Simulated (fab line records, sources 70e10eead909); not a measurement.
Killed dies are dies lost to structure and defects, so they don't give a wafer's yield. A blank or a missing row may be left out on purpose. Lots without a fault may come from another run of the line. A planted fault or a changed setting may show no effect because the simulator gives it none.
fab line records | flow nand_harc
record lots=24 wafers=72 last_day=34
route steps=1302 shown P_M0@273 P_M1@303 P_M2@333
lots that met no fault: from a run of the same line without faults
start_h: hours from the record's first day to the start of the lot's first wafer shown | wait_h: hours since the lot's step before | " the same as in the row above | L1.1+2: a row that stands for several wafers | - no value, or no start given | * or withheld: withheld | < > ~ a bound
route shown NAME@n: a module of which the file shows steps, and the number in the route of the first | usual: mean/standard deviation of fault-free wafers | same: alike in all rows | chamber/n: place in a boat | sites: the reading at each site | _std_site: their standard deviation | _edge_site: outer sites' mean less inner sites' | radius_mm: how far each site lies from the wafer's centre | mask NAME#n: copy n | behind: the tool/chamber that last shaped the wafer | hold: why the lot was held/for how many hours/how that ended | device: the transistor (n, p or np) that didn't switch | end of line: the same wafers' tests at the end of the route | a step without rows: its recipe alone | killed: dies lost to structure and defects at the first sort, not the wafer's yield | map: a wafer's dies, x killed, . not, _ none there
set.NAME: the setting as run; set.NAME@STEP: as run at that earlier step | model.NAME: the simulator's own value behind a step, which no gauge read
steps of the route over a sample of lots; a table a step, a row a wafer
services: from which hour (start_h, from the record's first day; less than 0 if before it) a tool's chamber was out of use, for how many hours, and why
## steps
# step NHARC_P_M0_PRE_CLEAN_29
# recipe time_s=30 temp_c=280 gas=H2/He
# usual heater_power_w=403/34
# columns lot.wafer tool chamber start_h wait_h heater_power_w
L074.3 pvd_sputter-01 - - - 344
L074.2 " - " " 364
L074.6 " - " " 369
L075.2 pvd_sputter-03 - - - 412
L075.5 " - " " 407
L075.6 " - " " 427
L076.3 pvd_sputter-03 - - - 422
L076.1 " - " " 437
L076.5 " - " " 423
L077.2 pvd_sputter-02 - - - 391
L077.6 " - " " 442
L077.5 " - " " 394
L078.2 pvd_sputter-03 - - - 395
L078.5 " - " " 402
L078.6 " - " " 447
L079.1 pvd_sputter-01 - - - 368
L079.5 " - " " 346
L079.6 " - " " 482
L080.2 pvd_sputter-02 - - - 424
L080.1 " - " " 404
L080.6 " - " " 392
L081.2 pvd_sputter-01 - - - 360
L081.3 " - " " 370
L081.5 " - " " 362
L082.4 pvd_sputter-02 - - - 425
L082.1 " - " " 403
L082.5 " - " " 392
L083.3 pvd_sputter-02 - - - 418
L083.1 " - " " 393
L083.6 " - " " 447
L084.3 pvd_sputter-03 - - - 424
L084.6 " - " " 421
L084.5 " - " " 402
L085.3 pvd_sputter-02 - - - 445
L085.2 " - " " 391
L085.1 " - " " 415
L086.2 pvd_sputter-02 - - - 401
L086.1 " - " " 445
L086.6 " - " " 390
L087.2 pvd_sputter-01 - - - 355
L087.5 " - " " 369
L087.6 " - " " 356
L089.1 pvd_sputter-03 - - - 414
L089.3 " - " " 425
L089.5 " - " " 411
L088.2 pvd_sputter-01 - - - 380
L088.3 " - " " 364
L088.1 " - " " 466
L090.4 pvd_sputter-02 - - - 395
L090.3 " - " " 428
L090.6 " - " " 419
L091.2 pvd_sputter-02 - - - 400
L091.6 " - " " 398
L091.5 " - " " 418
L092.1 pvd_sputter-02 - - - 415
L092.5 " - " " 399
L092.6 " - " " 422
L093.1 pvd_sputter-03 - - - 409
L093.3 " - " " 403
L093.6 " - " " 438
L094.1 pvd_sputter-01 - - - 366
L094.4 " - " " 358
L094.3 " - " " 464
L095.3 pvd_sputter-01 - - - 359
L095.1 " - " " 356
L095.2 " - " " 455
L096.3 pvd_sputter-02 - - - 417
L096.4 " - " " 371
L096.5 " - " " 376
L097.1 pvd_sputter-01 - - - 359
L097.6 " - " " 454
L097.5 " - " " 355
# step NHARC_P_M1_ETCH_28
# recipe target_depth_a=300 over_etch_frac=0.3 time_s=72.99 ion_energy_ev=150 cf4_flow_sccm=50 n2_flow_sccm=100 ar_flow_sccm=150 rf_w=300 bias_w=100 chemistry=CF4/N2
# usual drypump_motor_current_A=5.9/0.34 oes_product_au=0.998/0.0097 rf_fwd_power_W=297.7/1.1 rf_vpp_V=314.1/1.9 showerhead_plenum_p_Torr=2.63/0.1 throttle_valve_pct=19.793/0.0086
# columns lot.wafer tool chamber start_h wait_h drypump_motor_current_A oes_product_au rf_fwd_power_W rf_hours_counter_h rf_vpp_V showerhead_plenum_p_Torr throttle_valve_pct
L074.2 rie_diel-06 3 - - 6.5 0.991 299.7 13 314.7 2.59 19.808
L074.3 " 2 " " 5.8 0.999 298.7 14 312.9 2.53 19.775
L074.6 " 0 " " 6.0 0.996 297.6 - 313.0 2.60 19.794
L075.2 rie_diel-09 2 - - 6.0 1.009 296.3 47 314.9 2.64 19.779
L075.6 " 2 " " 6.0 1.008 296.9 - 314.8 2.64 19.790
L075.5 " 3 " " 5.0 1.002 299.1 - 317.6 2.74 19.793
L076.3 rie_diel-11 3 - - 5.9 1.007 298.8 4 313.2 2.57 19.800
L076.1 " 2 " " 6.1 0.980 298.8 4 311.9 2.48 19.796
L076.5 " 0 " " 5.8 1.013 296.8 - 318.3 2.80 19.800
L077.2 rie_diel-11 0 - - 5.8 1.002 295.3 4 316.7 2.80 19.811
L077.5 " 2 " " 6.1 0.977 297.2 - 310.5 2.48 19.801
L077.6 " 3 " " 6.0 0.997 297.8 - 312.2 2.57 19.791
L078.2 rie_diel-06 1 - - 5.6 1.013 297.0 2 314.6 2.75 19.789
L078.5 " 0 " " 5.9 0.995 295.8 - 313.7 2.60 19.790
L078.6 " 1 " " 5.6 1.019 297.1 - 316.2 2.75 19.789
L079.1 rie_diel-11 2 - - 6.1 0.983 297.9 6 310.9 2.48 19.783
L079.5 " 3 " " 5.9 1.004 299.1 - 312.5 2.57 19.778
L079.6 " 0 " " 5.8 1.000 298.2 - 318.9 2.80 19.795
L080.1 rie_diel-06 1 - - 5.6 1.008 296.2 4 316.0 2.75 19.780
L080.2 " 2 " " 5.8 1.000 298.7 4 312.9 2.53 19.784
L080.6 " 1 " " 5.6 1.019 295.7 - 315.7 2.75 19.806
L081.3 rie_diel-11 2 - - 6.1 0.985 297.2 7 312.8 2.48 19.779
L081.2 " 0 " " 5.8 1.005 298.0 7 317.1 2.80 19.769
L081.5 " 2 " " 6.1 0.989 297.9 - 312.8 2.48 19.794
L082.1 rie_diel-11 0 - - 5.8 0.999 298.2 7 318.1 2.80 19.795
L082.4 " 1 " " 5.5 1.005 298.9 7 315.7 2.69 19.790
L082.5 " 1 " " 5.5 0.987 297.7 - 314.4 2.69 19.797
L083.1 rie_diel-11 0 - - 5.8 0.990 297.7 7 316.5 2.80 19.794
L083.3 " 1 " " 5.5 0.992 299.3 7 317.1 2.69 19.788
L083.6 " 2 " " 6.1 0.993 295.4 - 312.3 2.48 19.790
L084.3 rie_diel-06 3 - - 6.6 0.987 299.0 7 313.8 2.59 19.778
L084.5 " 2 " " 5.9 0.993 299.0 - 311.7 2.53 19.792
L084.6 " 3 " " 6.6 1.000 297.5 - 313.7 2.59 19.794
L085.3 rie_diel-09 3 - - 5.0 1.008 298.4 30 315.7 2.73 19.779
L085.1 " 0 " " 6.3 1.020 296.8 29 313.4 2.57 19.799
L085.2 " 1 " " 5.2 1.019 298.2 28 312.9 2.57 19.799
L086.1 rie_diel-11 0 - - 5.8 1.004 297.5 11 317.1 2.80 19.801
L086.2 " 1 " " 5.5 0.987 299.5 10 315.5 2.68 19.802
L086.6 " 1 " " 5.5 0.994 296.8 - 313.9 2.68 19.792
L087.2 rie_diel-06 1 - - 5.6 1.006 294.6 11 317.1 2.75 19.792
L087.5 " 0 " " 6.0 1.007 297.3 - 312.5 2.59 19.800
L087.6 " 1 " " 5.6 1.015 295.6 - 317.4 2.75 19.792
L089.3 rie_diel-06 3 - - 6.6 1.001 298.6 11 312.2 2.58 19.796
L089.1 " 2 " " 5.8 1.002 298.4 11 312.4 2.52 19.806
L089.5 " 3 " " 6.6 1.004 298.9 - 312.8 2.58 19.786
L088.2 rie_diel-11 2 - - 6.1 0.990 296.4 1 310.8 2.48 19.793
L088.1 " 3 " " 5.9 0.990 299.7 1 313.0 2.57 19.808
L088.3 " 0 " " 5.8 1.005 297.1 1 317.2 2.80 19.795
L090.4 rie_diel-06 2 - - 5.8 1.001 298.0 12 312.7 2.52 19.798
L090.3 " 0 " " 6.0 1.003 296.3 13 312.7 2.59 19.800
L090.6 " 2 " " 5.8 1.000 297.7 - 313.1 2.52 19.797
L091.2 rie_diel-11 0 - - 5.8 1.006 298.0 2 317.3 2.80 19.798
L091.6 " 3 " " 6.0 0.989 298.1 - 313.6 2.56 19.794
L091.5 " 0 " " 5.8 1.001 297.4 - 316.1 2.79 19.774
L092.1 rie_diel-06 2 - - 5.7 0.996 296.2 13 313.5 2.52 19.777
L092.5 " 1 " " 5.6 1.015 297.5 - 316.0 2.75 19.800
L092.6 " 2 " " 5.8 0.994 297.5 - 311.0 2.52 19.798
L093.3 rie_diel-11 3 - - 6.0 0.987 298.2 3 312.9 2.56 19.807
L093.1 " 2 " " 6.0 0.990 297.0 3 312.3 2.48 19.799
L093.6 " 0 " " 5.8 0.987 298.2 - 317.5 2.79 19.801
L094.4 rie_diel-11 3 - - 6.0 0.984 297.7 5 312.3 2.56 19.806
L094.1 " 0 " " 5.8 0.985 296.7 5 317.5 2.79 19.797
L094.3 " 2 " " 6.1 0.994 297.5 5 313.0 2.48 19.803
L095.3 rie_diel-11 1 - - 5.5 0.994 298.1 5 314.3 2.68 19.793
L095.1 " 2 " " 6.1 0.984 298.0 5 312.8 2.48 19.787
L095.2 " 0 " " 5.8 0.989 298.2 5 317.0 2.79 19.791
L096.4 rie_diel-06 3 - - 6.5 1.008 299.2 3 315.0 2.58 19.804
L096.3 " 1 " " 5.6 1.002 297.9 4 315.7 2.74 19.789
L096.5 " 3 " " 6.6 1.001 297.1 - 314.2 2.58 19.788
L097.1 rie_diel-06 3 - - 6.5 1.004 298.6 5 312.7 2.58 19.780
L097.5 " 3 " " 6.6 1.006 297.9 - 314.2 2.58 19.797
L097.6 " 0 " " 6.0 0.994 296.7 - 313.6 2.59 19.783
# step NHARC_P_M1_PVD_21
# recipe target_thk_a=300 chamber_pressure_pa=5 power_w=5000 substrate_temp_c=30 time_s=20.49 material=Cu
# usual throttle_valve_pct=30.4/1.1
# columns lot.wafer tool chamber start_h wait_h throttle_valve_pct
L074.3 pvd_sputter-03 - - - 30.0
L074.2 " - " " 31.1
L074.6 " - " " 31.5
L075.2 pvd_sputter-01 - - - 29.3
L075.5 " - " " 30.9
L075.6 " - " " 28.6
L076.1 pvd_sputter-01 - - - 29.2
L076.3 " - " " 29.2
L076.5 " - " " 30.9
L077.2 pvd_sputter-02 - - - 31.0
L077.6 " - " " 30.7
L077.5 " - " " 32.3
L078.2 pvd_sputter-01 - - - 28.5
L078.5 " - " " 29.0
L078.6 " - " " 31.1
L079.1 pvd_sputter-02 - - - 31.1
L079.5 " - " " 31.1
L079.6 " - " " 30.6
L080.2 pvd_sputter-03 - - - 31.5
L080.1 " - " " 28.5
L080.6 " - " " 30.1
L081.2 pvd_sputter-01 - - - 29.2
L081.3 " - " " 28.4
L081.5 " - " " 28.9
L082.4 pvd_sputter-03 - - - 29.9
L082.1 " - " " 31.5
L082.5 " - " " 29.7
L083.1 pvd_sputter-02 - - - 32.3
L083.3 " - " " 30.4
L083.6 " - " " 32.2
L084.3 pvd_sputter-03 - - - 30.9
L084.5 " - " " 31.1
L084.6 " - " " 28.2
L085.1 pvd_sputter-01 - - - 30.5
L085.2 " - " " 30.5
L085.3 " - " " 29.4
L086.1 pvd_sputter-02 - - - 31.3
L086.2 " - " " 30.5
L086.6 " - " " 32.2
L087.2 pvd_sputter-01 - - - 30.4
L087.6 " - " " 30.2
L087.5 " - " " 28.6
L089.1 pvd_sputter-03 - - - 31.2
L089.3 " - " " 31.5
L089.5 " - " " 31.0
L088.1 pvd_sputter-02 - - - 31.0
L088.3 " - " " 31.1
L088.2 " - " " 30.7
L090.3 pvd_sputter-01 - - - 30.1
L090.4 " - " " 30.3
L090.6 " - " " 30.5
L091.2 pvd_sputter-02 - - - 31.3
L091.6 " - " " 31.4
L091.5 " - " " 30.8
L092.1 pvd_sputter-01 - - - 28.3
L092.6 " - " " 30.3
L092.5 " - " " 30.4
L093.1 pvd_sputter-01 - - - 29.0
L093.3 " - " " 30.1
L093.6 " - " " 28.6
L094.3 pvd_sputter-02 - - - 30.8
L094.1 " - " " 30.9
L094.4 " - " " 31.4
L095.1 pvd_sputter-03 - - - 31.1
L095.2 " - " " 31.3
L095.3 " - " " 30.1
L096.4 pvd_sputter-02 - - - 30.8
L096.3 " - " " 31.6
L096.5 " - " " 31.7
L097.1 pvd_sputter-02 - - - 31.3
L097.6 " - " " 31.4
L097.5 " - " " 30.8
# step NHARC_P_M1_DEP_33
# recipe target_thk_a=300 temp_c=370 target_thk_nm=30 pressure_torr=3 flow_sccm=200 rf_w=450 material=SiCN
# usual heater_power_w=589/83 rf_fwd_power_W=448.8/1.5
# columns lot.wafer tool chamber start_h wait_h heater_power_w rf_fwd_power_W
L074.2 pecvd-02 2 133.95 0.1 588 451.5
L074.3 " 0 " " 508 447.4
L074.6 " 2 " " 580 450.8
L075.2 pecvd-02 2 136.01 0.1 581 448.5
L075.5 " 2 " " 591 447.7
L075.6 " 1 " " 624 450.1
L076.3 pecvd-04 1 153.03 0.1 593 450.0
L076.1 " 0 " " 710 451.1
L076.5 " 0 " " 720 448.7
L077.2 pecvd-04 0 154.73 0.1 640 449.2
L077.5 " 2 " " 574 448.3
L077.6 " 1 " " 511 450.9
L078.2 pecvd-01 1 164.55 0.1 546 448.4
L078.5 " 0 " " 691 449.4
L078.6 " 1 " " 557 450.0
L079.1 pecvd-01 1 180.61 0.1 536 446.5
L079.6 " 2 " " 558 448.8
L079.5 " 1 " " 551 447.8
L080.1 pecvd-02 0 188.21 0.1 553 449.6
L080.2 " 1 " " 684 447.0
L080.6 " 2 " " 542 451.0
L081.2 pecvd-01 2 194.53 0.1 547 450.6
L081.3 " 1 " " 547 449.2
L081.5 " 0 " " 750 451.3
L082.1 pecvd-01 1 205.73 0.1 477 448.4
L082.4 " 1 " " 483 448.5
L082.5 " 0 " " 681 448.4
L083.1 pecvd-04 1 212.83 0.1 612 447.2
L083.3 " 2 " " 555 450.1
L083.6 " 1 " " 638 448.0
L084.3 pecvd-04 1 224.76 0.1 598 448.7
L084.6 " 0 " " 726 448.0
L084.5 " 2 " " 508 447.7
L085.3 pecvd-01 2 241.59 0.1 584 449.2
L085.2 " 0 " " 732 445.9
L085.1 " 1 " " 559 448.9
L086.1 pecvd-02 2 246.83 0.1 592 452.6
L086.2 " 1 " " 591 449.8
L086.6 " 1 " " 625 448.6
L087.2 pecvd-01 1 274.14 0.1 487 447.7
L087.6 " 2 " " 546 448.4
L087.5 " 0 " " 762 447.2
L089.3 pecvd-01 2 274.80 0.1 523 450.7
L089.1 " 1 " " 506 447.9
L089.5 " 1 " " 511 448.8
L088.3 pecvd-01 1 275.54 0.1 556 447.3
L088.1 " 2 " " 536 448.7
L088.2 " 0 " " 655 449.6
L090.3 pecvd-01 1 285.02 0.1 565 448.9
L090.6 " 0 " " 739 452.0
L090.4 " 1 " " 553 447.1
L091.2 pecvd-02 2 296.92 0.1 514 449.0
L091.5 " 1 " " 647 449.8
L091.6 " 2 " " 532 450.0
L092.1 pecvd-04 0 308.93 0.1 620 446.8
L092.5 " 2 " " 558 446.8
L092.6 " 0 " " 620 447.8
L093.1 pecvd-02 0 317.40 0.1 442 448.0
L093.3 " 0 " " 445 447.9
L093.6 " 2 " " 594 448.4
L094.3 pecvd-04 1 343.99 0.1 593 447.8
L094.1 " 0 " " 703 448.8
L094.4 " 2 " " 494 449.3
L095.1 pecvd-02 0 349.18 0.1 449 450.3
L095.3 " 1 " " 647 445.5
L095.2 " 2 " " 608 448.6
L096.3 pecvd-02 2 350.79 0.1 485 449.0
L096.5 " 2 " " 488 446.9
L096.4 " 0 " " 535 449.1
L097.1 pecvd-01 2 369.73 0.1 560 448.0
L097.5 " 2 " " 584 448.5
L097.6 " 0 " " 766 447.3
# step NHARC_P_M2_ETCH_15
# recipe target_depth_a=1825 time_s=91.2 c4f8_flow_sccm=withheld ar_flow_sccm=400 rf_w=600 bias_w=300 chemistry=C4F8/Ar
# usual oes_product_au=0.937/0.02 rf_fwd_power_W=595.5/2.5 rf_vpp_V=441.5/2.5
# columns lot.wafer tool chamber start_h wait_h oes_product_au rf_fwd_power_W rf_hours_counter_h rf_vpp_V
L074.3 rie_diel-10 2 - - 0.928 595.7 3.9 445.2
L074.2 " 1 " " 0.909 591.6 3.3 439.1
L074.6 " 3 " " 0.909 595.8 - 445.2
L075.2 rie_diel-10 3 - - 0.909 598.6 4.4 446.7
L075.6 " 1 " " 0.909 591.5 - 440.0
L075.5 " 2 " " 0.934 596.1 - 443.7
L076.3 rie_diel-10 2 - - 0.937 598.4 4.4 443.2
L076.1 " 1 " " 0.914 592.2 3.8 440.0
L076.5 " 3 " " 0.924 594.0 - 445.3
L077.2 rie_diel-10 1 - - 0.909 592.8 3.8 439.2
L077.5 " 0 " " 0.929 594.1 - 438.7
L077.6 " 1 " " 0.918 593.4 - 440.5
L078.2 rie_diel-10 1 - - 0.912 588.8 4.9 439.5
L078.5 " 0 " " 0.914 595.0 - 438.0
L078.6 " 1 " " 0.924 590.6 - 440.0
L079.1 rie_diel-10 2 - - 0.923 596.6 5.7 445.4
L079.5 " 1 " " 0.916 591.0 - 440.2
L079.6 " 2 " " 0.939 597.2 - 444.6
L080.1 rie_diel-10 2 - - 0.938 596.2 6.7 446.0
L080.2 " 0 " " 0.923 594.6 5.6 438.4
L080.6 " 1 " " 0.915 588.0 - 440.2
L081.2 rie_diel-07 3 - - 0.969 596.6 4.1 439.2
L081.3 " 0 " " 0.940 600.1 3.7 442.6
L081.5 " 2 " " 0.968 596.1 - 443.7
L082.4 rie_diel-07 1 - - 0.938 595.4 4.0 443.2
L082.1 " 3 " " 0.940 594.6 4.3 441.5
L082.5 " 2 " " 0.955 597.9 - 442.6
L083.1 rie_diel-10 0 - - 0.928 596.2 7.1 438.4
L083.3 " 1 " " 0.918 591.8 7.6 440.1
L083.6 " 2 " " 0.923 598.6 - 445.4
L084.3 rie_diel-01 1 - - 0.969 597.6 0.7 436.6
L084.6 " 1 " " 0.963 593.3 - 436.5
L084.5 " 2 " " 0.971 598.6 - 443.4
L085.2 rie_diel-07 3 - - 0.958 596.1 5.4 439.9
L085.1 " 0 " " 0.969 596.6 5.1 440.6
L085.3 " 2 " " 0.976 593.1 3.9 443.6
L086.1 rie_diel-07 3 - - 0.919 597.8 5.5 438.9
L086.2 " 0 " " 0.935 594.6 5.3 441.5
L086.6 " 0 " " 0.930 596.8 - 440.8
L087.2 rie_diel-01 0 - - 0.923 592.8 4.0 438.6
L087.6 " 1 " " 0.939 597.7 - 436.9
L087.5 " 2 " " 0.927 597.7 - 443.2
L089.1 rie_diel-01 0 - - 0.926 594.0 4.0 441.6
L089.3 " 2 " " 0.921 599.5 3.1 442.9
L089.5 " 3 " " 0.940 598.8 - 441.9
L088.3 rie_diel-07 1 - - 0.925 596.1 6.5 443.3
L088.2 " 2 " " 0.938 595.3 5.4 443.8
L088.1 " 3 " " 0.937 596.4 7.0 440.8
L090.4 rie_diel-07 3 - - 0.975 594.5 7.9 440.3
L090.3 " 1 " " 0.951 591.9 7.4 442.7
L090.6 " 3 " " 0.973 595.7 - 440.1
L091.2 rie_diel-10 1 - - 0.925 591.1 3.3 439.9
L091.5 " 1 " " 0.917 591.8 - 439.4
L091.6 " 2 " " 0.930 600.8 - 443.4
L092.1 rie_diel-01 2 - - 0.926 597.5 4.9 444.5
L092.5 " 3 " " 0.935 595.2 - 440.4
L092.6 " 0 " " 0.938 594.0 - 438.3
L093.3 rie_diel-07 3 - - 0.971 596.8 0.8 441.1
L093.1 " 0 " " 0.960 597.4 1.3 439.7
L093.6 " 3 " " 0.970 596.3 - 440.1
L094.3 rie_diel-10 3 - - 0.905 595.7 4.9 444.4
L094.1 " 0 " " 0.925 597.9 4.4 438.5
L094.4 " 1 " " 0.919 593.3 5.4 438.3
L095.2 rie_diel-07 1 - - 0.952 592.5 2.7 443.8
L095.3 " 3 " " 0.951 594.1 2.0 440.2
L095.1 " 0 " " 0.961 593.0 2.6 438.8
L096.3 rie_diel-01 2 - - 0.921 596.9 6.0 444.0
L096.4 " 3 " " 0.923 598.6 6.1 441.6
L096.5 " 1 " " 0.933 594.0 - 437.8
L097.1 rie_diel-07 2 - - 0.967 596.7 2.6 443.4
L097.6 " 3 " " 0.975 595.6 - 441.0
L097.5 " 0 " " 0.965 598.0 - 440.8
# step NHARC_P_M2_ANNEAL_31
# recipe temp_c=225 time_s=90
# usual wafer_temp_C_max=225.75/0.23
# columns lot.wafer tool chamber start_h wait_h wafer_temp_C_max
L074.2 rtp_anneal-01 0 137.06 - 225.92
L074.3 " 0 " " 226.00
L074.6 " 0 " " 225.55
L075.2 rtp_anneal-02 0 139.13 - 225.43
L075.5 " 0 " " 225.70
L075.6 " 0 " " 225.54
L076.1 rtp_anneal-01 0 156.21 - 225.61
L076.3 " 0 " " 225.90
L076.5 " 0 " " 225.27
L077.2 rtp_anneal-01 0 157.82 - 226.13
L077.5 " 0 " " 225.59
L077.6 " 0 " " 225.52
L078.2 rtp_anneal-02 0 167.72 - 225.57
L078.5 " 0 " " 225.98
L078.6 " 0 " " 225.74
L079.1 rtp_anneal-01 0 183.77 - 225.82
L079.5 " 0 " " 226.17
L079.6 " 0 " " 226.12
L080.1 rtp_anneal-01 0 191.44 0.3 225.53
L080.2 " 0 " " 225.83
L080.6 " 0 " " 226.02
L081.2 rtp_anneal-01 0 198.27 0.4 226.03
L081.3 " 0 " " 225.74
L081.5 " 0 " " 225.91
L082.1 rtp_anneal-01 0 209.48 - 225.89
L082.4 " 0 " " 226.33
L082.5 " 0 " " 226.17
L083.1 rtp_anneal-01 0 216.03 0.3 225.75
L083.3 " 0 " " 226.06
L083.6 " 0 " " 226.07
L084.3 rtp_anneal-01 0 228.05 0.3 225.57
L084.5 " 0 " " 226.02
L084.6 " 0 " " 225.73
L085.1 rtp_anneal-01 0 244.63 0.3 225.48
L085.2 " 0 " " 225.61
L085.3 " 0 " " 225.67
L086.1 rtp_anneal-01 0 250.37 - 225.78
L086.2 " 0 " " 225.83
L086.6 " 0 " " 225.93
L087.2 rtp_anneal-01 0 277.41 0.4 225.43
L087.5 " 0 " " 225.73
L087.6 " 0 " " 225.99
L089.1 rtp_anneal-01 0 278.03 0.4 225.57
L089.3 " 0 " " 225.64
L089.5 " 0 " " 225.75
L088.1 rtp_anneal-02 0 278.72 - 225.59
L088.2 " 0 " " 225.59
L088.3 " 0 " " 225.63
L090.3 rtp_anneal-02 0 288.28 0.3 225.55
L090.4 " 0 " " 225.51
L090.6 " 0 " " 225.55
L091.2 rtp_anneal-01 0 300.13 - 225.77
L091.5 " 0 " " 225.68
L091.6 " 0 " " 225.54
L092.1 rtp_anneal-01 0 312.03 - 225.54
L092.5 " 0 " " 225.87
L092.6 " 0 " " 225.59
L093.1 rtp_anneal-01 0 320.66 - 225.66
L093.3 " 0 " " 226.06
L093.6 " 0 " " 225.82
L094.1 rtp_anneal-01 0 347.05 - 225.35
L094.3 " 0 " " 225.24
L094.4 " 0 " " 225.48
L095.1 rtp_anneal-01 0 352.35 - 225.85
L095.2 " 0 " " 225.71
L095.3 " 0 " " 225.70
L096.3 rtp_anneal-01 0 354.09 0.3 225.50
L096.4 " 0 " " 225.63
L096.5 " 0 " " 225.63
L097.1 rtp_anneal-02 0 372.93 - 225.47
L097.5 " 0 " " 225.68
L097.6 " 0 " " 225.63
## services
# columns tool chamber start_h hours kind
pvd_sputter-02 - 105.95 2.0 repair
pvd_sputter-02 - 125.17 10.0 pm
pecvd-01 - 130.00 13.0 pm
rie_diel-11 1 156.14 4.6 repair
pvd_sputter-01 - 158.23 3.5 repair
rie_diel-10 3 164.30 1.6 repair
pvd_sputter-03 - 170.04 10.0 pm
pvd_sputter-02 - 183.34 5.3 repair
rie_diel-06 2 187.04 6.6 repair
rie_diel-10 2 197.99 7.6 repair
rie_diel-11 3 210.10 14.5 repair
rie_diel-06 3 224.66 6.1 repair
pvd_sputter-01 - 226.00 10.0 pm
rie_diel-11 - 230.15 0.6 repair
rie_diel-10 - 242.97 9.0 pm
rie_diel-11 - 255.50 9.0 pm
pvd_sputter-01 - 277.62 1.1 repair
rie_diel-11 - 284.70 0.7 repair
pvd_sputter-02 - 303.17 10.0 pm
rie_diel-06 - 307.35 9.0 pm
rie_diel-11 0 317.47 5.4 repair
pvd_sputter-03 - 348.04 10.0 pm
rie_diel-11 3 359.44 2.8 repair
rtp_anneal-01 - 372.00 12.0 pm
## key
fault none
